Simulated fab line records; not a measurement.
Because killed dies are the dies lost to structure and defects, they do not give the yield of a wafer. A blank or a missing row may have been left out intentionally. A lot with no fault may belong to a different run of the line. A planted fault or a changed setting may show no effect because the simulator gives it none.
Which of the tools did it? || flow nand-harc || 11 lots, 33 wafers sampled, at 6 steps of a route of 1302

== WHAT THE GAUGES SHOWED, per wafer ==
NHARC_P_BONDPAD_CD_MEAS_09: the cd target is 500 nm. Usual: cd-nm reads 498.5 nm (standard deviation 1.9).
{"lot": "L120", "measured": "day 6 18:30", "on": "cd-sem-03", "cd-nm (nm)": "502.3 500.5 498.6", "flag": ""}
{"lot": "L124", "measured": "day 8 03:52", "on": "cd-sem-02", "cd-nm (nm)": "498.4 497.8 500.3", "flag": ""}
{"lot": "L121", "measured": "day 9 01:44", "on": "cd-sem-03", "cd-nm (nm)": "497.1 499.9 497.9", "flag": ""}
{"lot": "L128", "measured": "day 9 19:23", "on": "cd-sem-03", "cd-nm (nm)": "497.3 497.8 496.8", "flag": ""}
{"lot": "L129", "measured": "day 10 17:22", "on": "cd-sem-03", "cd-nm (nm)": "499.0 500.0 498.7", "flag": ""}
{"lot": "L131", "measured": "day 11 12:52", "on": "cd-sem-01", "cd-nm (nm)": "498.3 497.4 498.2", "flag": ""}
{"lot": "L133", "measured": "day 12 12:55", "on": "cd-sem-03", "cd-nm (nm)": "485.4 486.0 484.4", "flag": "OFF"}
{"lot": "L135", "measured": "day 13 03:17", "on": "cd-sem-03", "cd-nm (nm)": "492.7 493.1 489.2", "flag": "OFF"}
{"lot": "L140", "measured": "day 14 23:07", "on": "cd-sem-02", "cd-nm (nm)": "499.9 497.3 496.6", "flag": ""}
{"lot": "L142", "measured": "day 15 16:04", "on": "cd-sem-01", "cd-nm (nm)": "500.3 502.3 499.7", "flag": ""}
{"lot": "L143", "measured": "day 16 01:28", "on": "cd-sem-01", "cd-nm (nm)": "497.8 500.4 499.3", "flag": ""}

NHARC_END_SORT_01. Usual: defect-limited-yield 91 % (standard deviation 3.2); killed-at-array 55 (standard deviation 22); killed-at-other 1.1 (standard deviation 1.4); killed-at-periphery 4 (standard deviation 3.2); killed-dies 59 (standard deviation 22); killed-open 3.3 (standard deviation 1.8); killed-short 2.5 (standard deviation 1.5).
{"lot": "L133", "measured": "day 30 09:01", "on": "prober-01", "defect-limited-yield (%)": "91 90 91", "killed-at-array": "52 61 51", "killed-at-other": "2 0 1", "killed-at-periphery": "5 6 12", "killed-dies": "59 67 64", "killed-open": "5 1 5", "killed-short": "2 3 0", "flag": ""}

== EACH LOT AND THE TOOL THAT RAN IT (in order: tool; ch and the chambers of the sampled wafers; start) ==
{"lot": "L120", "NHARC_P_M2_STRIP_18": "rie-diel-11 ch 0,1, day 6 14:31", "NHARC_P_M2_ETCH_28": "rie-diel-11 ch 0,3, day 6 16:56 or earlier", "NHARC_P_M2_DEP_33": "pecvd-03 ch 0,1,2, day 6 16:56", "NHARC_P_BONDPAD_EXPOSE_06": "krf-scanner-04 ch 0, day 6 18:21"}
{"lot": "L124", "NHARC_P_M2_STRIP_18": "rie-diel-04 ch 0,2, day 7 23:53", "NHARC_P_M2_ETCH_28": "rie-diel-04 ch 1,3, day 8 02:16 or earlier", "NHARC_P_M2_DEP_33": "pecvd-03 ch 1,2, day 8 02:16", "NHARC_P_BONDPAD_EXPOSE_06": "krf-scanner-03 ch 0, day 8 03:43"}
{"lot": "L121", "NHARC_P_M2_STRIP_18": "rie-diel-07 ch 0,1,3, day 8 21:38", "NHARC_P_M2_ETCH_28": "rie-diel-07 ch 0,2,3, day 8 23:58 or earlier", "NHARC_P_M2_DEP_33": "pecvd-02 ch 0,1,2, day 8 23:58", "NHARC_P_BONDPAD_EXPOSE_06": "krf-scanner-04 ch 0, day 9 01:35"}
{"lot": "L128", "NHARC_P_M2_STRIP_18": "rie-diel-04 ch 0,1,3, day 9 15:27", "NHARC_P_M2_ETCH_28": "rie-diel-04 ch 0,1,3, day 9 17:46 or earlier", "NHARC_P_M2_DEP_33": "pecvd-04 ch 0,2, day 9 17:46", "NHARC_P_BONDPAD_EXPOSE_06": "krf-scanner-03 ch 0, day 9 19:14"}
{"lot": "L129", "NHARC_P_M2_STRIP_18": "rie-diel-04 ch 1,2, day 10 11:40", "NHARC_P_M2_ETCH_28": "rie-diel-04 ch 0,1,2, day 10 15:51 or earlier", "NHARC_P_M2_DEP_33": "pecvd-04 ch 0,1,2, day 10 15:51", "NHARC_P_BONDPAD_EXPOSE_06": "krf-scanner-03 ch 0, day 10 17:13"}
{"lot": "L131", "NHARC_P_M2_STRIP_18": "rie-diel-07 ch 0,1, day 11 08:50", "NHARC_P_M2_ETCH_28": "rie-diel-07 ch 0,1, day 11 11:14 or earlier", "NHARC_P_M2_DEP_33": "pecvd-04 ch 0,1,2, day 11 11:14", "NHARC_P_BONDPAD_EXPOSE_06": "krf-scanner-04 ch 0, day 11 12:43"}
{"lot": "L133", "NHARC_P_M2_STRIP_18": "rie-diel-04 ch 0,1,3, day 12 08:26", "NHARC_P_M2_ETCH_28": "rie-diel-04 ch 0,2, day 12 11:21 or earlier", "NHARC_P_M2_DEP_33": "pecvd-03 ch 1,2, day 12 11:21", "NHARC_P_BONDPAD_EXPOSE_06": "krf-scanner-03 ch 0, day 12 12:46"}
{"lot": "L135", "NHARC_P_M2_STRIP_18": "rie-diel-07 ch 0,1, day 12 23:19", "NHARC_P_M2_ETCH_28": "rie-diel-07 ch 1,2,3, day 13 01:39 or earlier", "NHARC_P_M2_DEP_33": "pecvd-04 ch 0,1,2, day 13 01:39", "NHARC_P_BONDPAD_EXPOSE_06": "krf-scanner-03 ch 0, day 13 03:08"}
{"lot": "L140", "NHARC_P_M2_STRIP_18": "rie-diel-04 ch 0,1,2, day 14 19:02", "NHARC_P_M2_ETCH_28": "rie-diel-04 ch 1,3, day 14 21:29 or earlier", "NHARC_P_M2_DEP_33": "pecvd-04 ch 1,2, day 14 21:29", "NHARC_P_BONDPAD_EXPOSE_06": "krf-scanner-02 ch 0, day 14 22:58"}
{"lot": "L142", "NHARC_P_M2_STRIP_18": "rie-diel-07 ch 0,1,3, day 15 12:09", "NHARC_P_M2_ETCH_28": "rie-diel-07 ch 0,2,3, day 15 14:26 or earlier", "NHARC_P_M2_DEP_33": "pecvd-02 ch 0,1, day 15 14:26", "NHARC_P_BONDPAD_EXPOSE_06": "krf-scanner-04 ch 0, day 15 15:55"}
{"lot": "L143", "NHARC_P_M2_STRIP_18": "rie-diel-11 ch 0,1,2, day 15 21:36", "NHARC_P_M2_ETCH_28": "rie-diel-11 ch 1,2,3, day 15 23:58 or earlier", "NHARC_P_M2_DEP_33": "pecvd-03 ch 1,2, day 15 23:58", "NHARC_P_BONDPAD_EXPOSE_06": "krf-scanner-04 ch 0, day 16 01:19"}
- NHARC_P_M2_STRIP_18: strips in N2/H2.
- NHARC_P_M2_ETCH_28: etches the open film in CF4/N2, target depth 30 nm, time 72.99 s.
- NHARC_P_M2_DEP_33: deposits SiCN, target thk 30 nm.
- NHARC_P_BONDPAD_EXPOSE_06: exposes mask P BPAD.

== AS READ BY THE TOOLS THEMSELVES (means over the sampled wafers that have a number; for cases with no such wafer, the mark the record gives instead) ==
NHARC_P_M2_STRIP_18. Usual: drypump-motor-current-A 5.9 A, standard deviation 0.47; oes-product-au 0.998 a.u., standard deviation 0.0093; rf-vpp-V 90.6 V, standard deviation 0.93; showerhead-plenum-p-Torr 2.03 Torr, standard deviation 0.088; throttle-valve-pct 14.171 %, standard deviation 0.01.
{"lot": "L120", "tool": "rie-diel-11", "drypump-motor-current-A (A)": 5.5, "oes-product-au (a.u.)": 0.996, "rf-vpp-V (V)": 90.6, "showerhead-plenum-p-Torr (Torr)": 2.01, "throttle-valve-pct (%)": 14.173, "flag": ""}
{"lot": "L124", "tool": "rie-diel-04", "drypump-motor-current-A (A)": 6.4, "oes-product-au (a.u.)": 0.997, "rf-vpp-V (V)": 90.4, "showerhead-plenum-p-Torr (Torr)": 2.08, "throttle-valve-pct (%)": 14.167, "flag": ""}
{"lot": "L121", "tool": "rie-diel-07", "drypump-motor-current-A (A)": 6.0, "oes-product-au (a.u.)": 1.001, "rf-vpp-V (V)": 90.1, "showerhead-plenum-p-Torr (Torr)": 1.94, "throttle-valve-pct (%)": 14.175, "flag": ""}
{"lot": "L128", "tool": "rie-diel-04", "drypump-motor-current-A (A)": 5.7, "oes-product-au (a.u.)": 0.995, "rf-vpp-V (V)": 91.2, "showerhead-plenum-p-Torr (Torr)": 2.12, "throttle-valve-pct (%)": 14.165, "flag": ""}
{"lot": "L129", "tool": "rie-diel-04", "drypump-motor-current-A (A)": 5.5, "oes-product-au (a.u.)": 1.003, "rf-vpp-V (V)": 90.3, "showerhead-plenum-p-Torr (Torr)": 2.01, "throttle-valve-pct (%)": 14.172, "flag": ""}
{"lot": "L131", "tool": "rie-diel-07", "drypump-motor-current-A (A)": 5.9, "oes-product-au (a.u.)": 1.003, "rf-vpp-V (V)": 90.2, "showerhead-plenum-p-Torr (Torr)": 1.94, "throttle-valve-pct (%)": 14.175, "flag": ""}
{"lot": "L133", "tool": "rie-diel-04", "drypump-motor-current-A (A)": 5.7, "oes-product-au (a.u.)": 0.991, "rf-vpp-V (V)": 91.7, "showerhead-plenum-p-Torr (Torr)": 2.12, "throttle-valve-pct (%)": 14.170, "flag": ""}
{"lot": "L135", "tool": "rie-diel-07", "drypump-motor-current-A (A)": 5.9, "oes-product-au (a.u.)": 1.003, "rf-vpp-V (V)": 90.1, "showerhead-plenum-p-Torr (Torr)": 1.94, "throttle-valve-pct (%)": 14.167, "flag": ""}
{"lot": "L140", "tool": "rie-diel-04", "drypump-motor-current-A (A)": 5.8, "oes-product-au (a.u.)": 0.992, "rf-vpp-V (V)": 90.7, "showerhead-plenum-p-Torr (Torr)": 2.06, "throttle-valve-pct (%)": 14.178, "flag": ""}
{"lot": "L142", "tool": "rie-diel-07", "drypump-motor-current-A (A)": 6.0, "oes-product-au (a.u.)": 0.998, "rf-vpp-V (V)": 91.0, "showerhead-plenum-p-Torr (Torr)": 1.94, "throttle-valve-pct (%)": 14.169, "flag": ""}
{"lot": "L143", "tool": "rie-diel-11", "drypump-motor-current-A (A)": 5.5, "oes-product-au (a.u.)": 0.992, "rf-vpp-V (V)": 90.1, "showerhead-plenum-p-Torr (Torr)": 2.05, "throttle-valve-pct (%)": 14.175, "flag": ""}

NHARC_P_M2_ETCH_28. Usual: drypump-motor-current-A 6.0 A, standard deviation 0.46; oes-product-au 0.999 a.u., standard deviation 0.0095; rf-vpp-V 314.1 V, standard deviation 2; showerhead-plenum-p-Torr 2.62 Torr, standard deviation 0.11; throttle-valve-pct 19.795 %, standard deviation 0.0091.
{"lot": "L120", "tool": "rie-diel-11", "drypump-motor-current-A (A)": 5.9, "oes-product-au (a.u.)": 0.997, "rf-vpp-V (V)": 312.5, "showerhead-plenum-p-Torr (Torr)": 2.56, "throttle-valve-pct (%)": 19.794, "flag": ""}
{"lot": "L124", "tool": "rie-diel-04", "drypump-motor-current-A (A)": 5.7, "oes-product-au (a.u.)": 1.003, "rf-vpp-V (V)": 316.7, "showerhead-plenum-p-Torr (Torr)": 2.74, "throttle-valve-pct (%)": 19.788, "flag": ""}
{"lot": "L121", "tool": "rie-diel-07", "drypump-motor-current-A (A)": 6.3, "oes-product-au (a.u.)": 0.991, "rf-vpp-V (V)": 311.9, "showerhead-plenum-p-Torr (Torr)": 2.56, "throttle-valve-pct (%)": 19.793, "flag": ""}
{"lot": "L128", "tool": "rie-diel-04", "drypump-motor-current-A (A)": 5.7, "oes-product-au (a.u.)": 0.997, "rf-vpp-V (V)": 315.6, "showerhead-plenum-p-Torr (Torr)": 2.73, "throttle-valve-pct (%)": 19.797, "flag": ""}
{"lot": "L129", "tool": "rie-diel-04", "drypump-motor-current-A (A)": 5.8, "oes-product-au (a.u.)": 0.995, "rf-vpp-V (V)": 314.5, "showerhead-plenum-p-Torr (Torr)": 2.66, "throttle-valve-pct (%)": 19.800, "flag": ""}
{"lot": "L131", "tool": "rie-diel-07", "drypump-motor-current-A (A)": 5.9, "oes-product-au (a.u.)": 1.006, "rf-vpp-V (V)": 312.5, "showerhead-plenum-p-Torr (Torr)": 2.51, "throttle-valve-pct (%)": 19.796, "flag": ""}
{"lot": "L133", "tool": "rie-diel-04", "drypump-motor-current-A (A)": 6.2, "oes-product-au (a.u.)": 0.988, "rf-vpp-V (V)": 315.7, "showerhead-plenum-p-Torr (Torr)": 2.73, "throttle-valve-pct (%)": 19.794, "flag": ""}
{"lot": "L135", "tool": "rie-diel-07", "drypump-motor-current-A (A)": 6.2, "oes-product-au (a.u.)": 1.004, "rf-vpp-V (V)": 312.9, "showerhead-plenum-p-Torr (Torr)": 2.55, "throttle-valve-pct (%)": 19.790, "flag": ""}
{"lot": "L140", "tool": "rie-diel-04", "drypump-motor-current-A (A)": 5.3, "oes-product-au (a.u.)": 1.007, "rf-vpp-V (V)": 313.9, "showerhead-plenum-p-Torr (Torr)": 2.65, "throttle-valve-pct (%)": 19.796, "flag": ""}
{"lot": "L142", "tool": "rie-diel-07", "drypump-motor-current-A (A)": 6.2, "oes-product-au (a.u.)": 0.994, "rf-vpp-V (V)": 312.3, "showerhead-plenum-p-Torr (Torr)": 2.55, "throttle-valve-pct (%)": 19.796, "flag": ""}
{"lot": "L143", "tool": "rie-diel-11", "drypump-motor-current-A (A)": 5.8, "oes-product-au (a.u.)": 1.002, "rf-vpp-V (V)": 315.6, "showerhead-plenum-p-Torr (Torr)": 2.66, "throttle-valve-pct (%)": 19.802, "flag": ""}

NHARC_P_M2_DEP_33. Usual: heater-power-w 550 W, standard deviation 68; susceptor-temp-C 369.98 C, standard deviation 0.2.
{"lot": "L120", "tool": "pecvd-03", "heater-power-w (W)": 549, "susceptor-temp-C (C)": 369.89, "flag": ""}
{"lot": "L124", "tool": "pecvd-03", "heater-power-w (W)": 531, "susceptor-temp-C (C)": 369.88, "flag": ""}
{"lot": "L121", "tool": "pecvd-02", "heater-power-w (W)": 559, "susceptor-temp-C (C)": 369.98, "flag": ""}
{"lot": "L128", "tool": "pecvd-04", "heater-power-w (W)": 590, "susceptor-temp-C (C)": 369.86, "flag": ""}
{"lot": "L129", "tool": "pecvd-04", "heater-power-w (W)": 560, "susceptor-temp-C (C)": 370.19, "flag": ""}
{"lot": "L131", "tool": "pecvd-04", "heater-power-w (W)": 561, "susceptor-temp-C (C)": 370.15, "flag": ""}
{"lot": "L133", "tool": "pecvd-03", "heater-power-w (W)": 470, "susceptor-temp-C (C)": 369.96, "flag": ""}
{"lot": "L135", "tool": "pecvd-04", "heater-power-w (W)": 508, "susceptor-temp-C (C)": 370.16, "flag": ""}
{"lot": "L140", "tool": "pecvd-04", "heater-power-w (W)": 548, "susceptor-temp-C (C)": 370.01, "flag": ""}
{"lot": "L142", "tool": "pecvd-02", "heater-power-w (W)": 631, "susceptor-temp-C (C)": 370.04, "flag": ""}
{"lot": "L143", "tool": "pecvd-03", "heater-power-w (W)": 568, "susceptor-temp-C (C)": 370.25, "flag": ""}

NHARC_P_BONDPAD_EXPOSE_06. Usual: exposure-dose-mJ-cm2 reads 37.06 (standard deviation 0.042).
{"lot": "L120", "tool": "krf-scanner-04", "exposure-dose-mJ-cm2": 37.06, "flag": ""}
{"lot": "L124", "tool": "krf-scanner-03", "exposure-dose-mJ-cm2": 37.07, "flag": ""}
{"lot": "L121", "tool": "krf-scanner-04", "exposure-dose-mJ-cm2": 37.00, "flag": ""}
{"lot": "L128", "tool": "krf-scanner-03", "exposure-dose-mJ-cm2": 37.05, "flag": ""}
{"lot": "L129", "tool": "krf-scanner-03", "exposure-dose-mJ-cm2": 37.04, "flag": ""}
{"lot": "L131", "tool": "krf-scanner-04", "exposure-dose-mJ-cm2": 37.09, "flag": ""}
{"lot": "L133", "tool": "krf-scanner-03", "exposure-dose-mJ-cm2": 22.01, "flag": "OFF"}
{"lot": "L135", "tool": "krf-scanner-03", "exposure-dose-mJ-cm2": 25.06, "flag": "OFF"}
{"lot": "L140", "tool": "krf-scanner-02", "exposure-dose-mJ-cm2": 37.11, "flag": ""}
{"lot": "L142", "tool": "krf-scanner-04", "exposure-dose-mJ-cm2": 37.06, "flag": ""}
{"lot": "L143", "tool": "krf-scanner-04", "exposure-dose-mJ-cm2": 37.03, "flag": ""}

== THE ANSWER, worked out from the rows above alone ==
Rule: take the mean of a lot's wafers that have a number; if it is more than 3 standard deviations from the usual mean, the lot is off. A lot without any number at a reading at which 4 lots or more have one is off too. Where the step has rows for the other lots, those lots are counted as sound. The gauges are gone through in route order, then the tools' own readings, and for those a lot's mean is taken as printed above. The first step at which some lot is off is used, and at that step the reading that is off furthest; a lot without a number counts as furthest.
Off at NHARC_P_BONDPAD_CD_MEAS_09 (cd-nm): L133, L135.
A tool fits if, at a process step before that reading, it ran every lot that is off, and no sound lot after the first of them. The gauges at NHARC_P_BONDPAD_CD_MEAS_09 aren't tried: what is off there is off at NHARC_P_BONDPAD_EXPOSE_06 too, on other tools, and a gauge's error can't cause that. NHARC_P_M2_ETCH_28 gives no start for some lots, so the hours and the order of its lots are those of NHARC_P_M2_DEP_33. One candidate fits, namely krf-scanner-03 at NHARC_P_BONDPAD_EXPOSE_06. A fault onset in the window from L129 (day 10 17:13, its last sound lot) to L133 (day 12 12:46, its first lot off) fits.
The tool's own readings at NHARC_P_BONDPAD_EXPOSE_06 bear it out: on the lots that are off they differ by more than 5 times the standard deviation of the sound lots' means. exposure-dose-mJ-cm2 reads 23.54 there against 37.06 on the sound lots.

== WHAT HAD BEEN PUT IN BY THE SIMULATOR ==
Drift in process parameters on krf-scanner-03 at NHARC_P_BONDPAD_EXPOSE_06, starting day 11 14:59. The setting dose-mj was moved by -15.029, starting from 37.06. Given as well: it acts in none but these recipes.
Struck lots among those shown: L133, L135. The rule given above showed the same thing.
